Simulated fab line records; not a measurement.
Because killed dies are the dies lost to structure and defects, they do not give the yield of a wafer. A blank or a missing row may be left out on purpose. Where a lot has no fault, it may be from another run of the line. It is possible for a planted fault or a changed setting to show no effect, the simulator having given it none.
Chamber matching || flow n5Finfet || N5_HKMG_FIN_ALD_74 on aldHk-01 has 4 sister chambers
The step deposits La2O3, target thk 0.5 nm, pulse time 6 s, co reactant pulse time 1 s. 18 wafers are shown with their chamber, then 9 later ones without.

## EACH WAFER AND ITS CHAMBER
{"wafer": "L074.1", "chamber": 2, "heaterPowerW (W)": 322, "precursorPulseHeightRel": 0.985}
{"wafer": "L074.3", "chamber": 3, "heaterPowerW (W)": 346, "precursorPulseHeightRel": 0.973}
{"wafer": "L074.5", "chamber": 1, "heaterPowerW (W)": 354, "precursorPulseHeightRel": 1.023}
{"wafer": "L079.1", "chamber": 1, "heaterPowerW (W)": 349, "precursorPulseHeightRel": 0.979}
{"wafer": "L079.2", "chamber": 3, "heaterPowerW (W)": 345, "precursorPulseHeightRel": 1.041}
{"wafer": "L079.4", "chamber": 2, "heaterPowerW (W)": 334, "precursorPulseHeightRel": 0.992}
{"wafer": "L083.1", "chamber": 0, "heaterPowerW (W)": 367, "precursorPulseHeightRel": 1.032}
{"wafer": "L083.2", "chamber": 2, "heaterPowerW (W)": 331, "precursorPulseHeightRel": 0.972}
{"wafer": "L083.5", "chamber": 2, "heaterPowerW (W)": 325, "precursorPulseHeightRel": 0.991}
{"wafer": "L085.2", "chamber": 2, "heaterPowerW (W)": 326, "precursorPulseHeightRel": 0.988}
{"wafer": "L085.4", "chamber": 0, "heaterPowerW (W)": 366, "precursorPulseHeightRel": 1.035}
{"wafer": "L085.6", "chamber": 3, "heaterPowerW (W)": 350, "precursorPulseHeightRel": 1.010}
{"wafer": "L089.1", "chamber": 1, "heaterPowerW (W)": 356, "precursorPulseHeightRel": 0.987}
{"wafer": "L089.2", "chamber": 3, "heaterPowerW (W)": 364, "precursorPulseHeightRel": 1.013}
{"wafer": "L089.4", "chamber": 0, "heaterPowerW (W)": 367, "precursorPulseHeightRel": 0.990}
{"wafer": "L090.1", "chamber": 0, "heaterPowerW (W)": 365, "precursorPulseHeightRel": 1.008}
{"wafer": "L090.4", "chamber": 3, "heaterPowerW (W)": 350, "precursorPulseHeightRel": 0.990}
{"wafer": "L090.6", "chamber": 2, "heaterPowerW (W)": 328, "precursorPulseHeightRel": 1.009}

SIGNATURES, as means of the wafers listed above
{"reading": "heaterPowerW", "chamber 0": 366.25, "chamber 1": 353.00, "chamber 2": 327.67, "chamber 3": 351.00, "scatter within a chamber": 5.03}
{"reading": "precursorPulseHeightRel", "chamber 0": 1.01625, "chamber 1": 0.99633, "chamber 2": 0.98950, "chamber 3": 1.00540, "scatter within a chamber": 0.0204}
Rule: a wafer's distance from a chamber is the root of the sum, over the readings, of the square of ((its reading less the chamber's mean) divided by the reading's scatter). If the next closest chamber is less than 2 further off than the closest, the wafer can't be placed; otherwise it belongs to the closest. The scatter: the root of (the sum of the squares of (reading less its chamber's mean) over the shown wafers, divided by (wafers less chambers)).

## WAFERS WHOSE CHAMBER IS MISSING
{"wafer": "L092.2", "heaterPowerW (W)": 342, "precursorPulseHeightRel": 1.015}
{"wafer": "L092.3", "heaterPowerW (W)": 359, "precursorPulseHeightRel": 1.012}
{"wafer": "L092.5", "heaterPowerW (W)": 362, "precursorPulseHeightRel": 1.027}
{"wafer": "L093.2", "heaterPowerW (W)": 332, "precursorPulseHeightRel": 0.981}
{"wafer": "L093.4", "heaterPowerW (W)": 354, "precursorPulseHeightRel": 1.004}
{"wafer": "L093.6", "heaterPowerW (W)": 351, "precursorPulseHeightRel": 1.054}
{"wafer": "L096.1", "heaterPowerW (W)": 349, "precursorPulseHeightRel": 0.997}
{"wafer": "L096.3", "heaterPowerW (W)": 347, "precursorPulseHeightRel": 0.981}
{"wafer": "L096.4", "heaterPowerW (W)": 337, "precursorPulseHeightRel": 1.011}

## WHICH CHAMBER EACH ONE RAN IN
{"wafer": "L092.2", "from the rows above": "can't be placed: 3 or 1 or 2", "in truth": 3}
{"wafer": "L092.3", "from the rows above": "can't be placed: 1 or 0 or 3", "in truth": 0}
{"wafer": "L092.5", "from the rows above": "can't be placed: 0 or 1 or 3", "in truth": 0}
{"wafer": "L093.2", "from the rows above": 2, "in truth": 2}
{"wafer": "L093.4", "from the rows above": "can't be placed: 1 or 3", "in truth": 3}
{"wafer": "L093.6", "from the rows above": "can't be placed: 3 or 1 or 0", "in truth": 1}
{"wafer": "L096.1", "from the rows above": "can't be placed: 3 or 1", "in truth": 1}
{"wafer": "L096.3", "from the rows above": "can't be placed: 1 or 3", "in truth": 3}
{"wafer": "L096.4", "from the rows above": "can't be placed: 2 or 3 or 1", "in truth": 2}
Correct placement for 1 of the 9. Can't be placed from these rows: 8 (the true chamber is among the candidates in 8). Wrongly placed: 0.
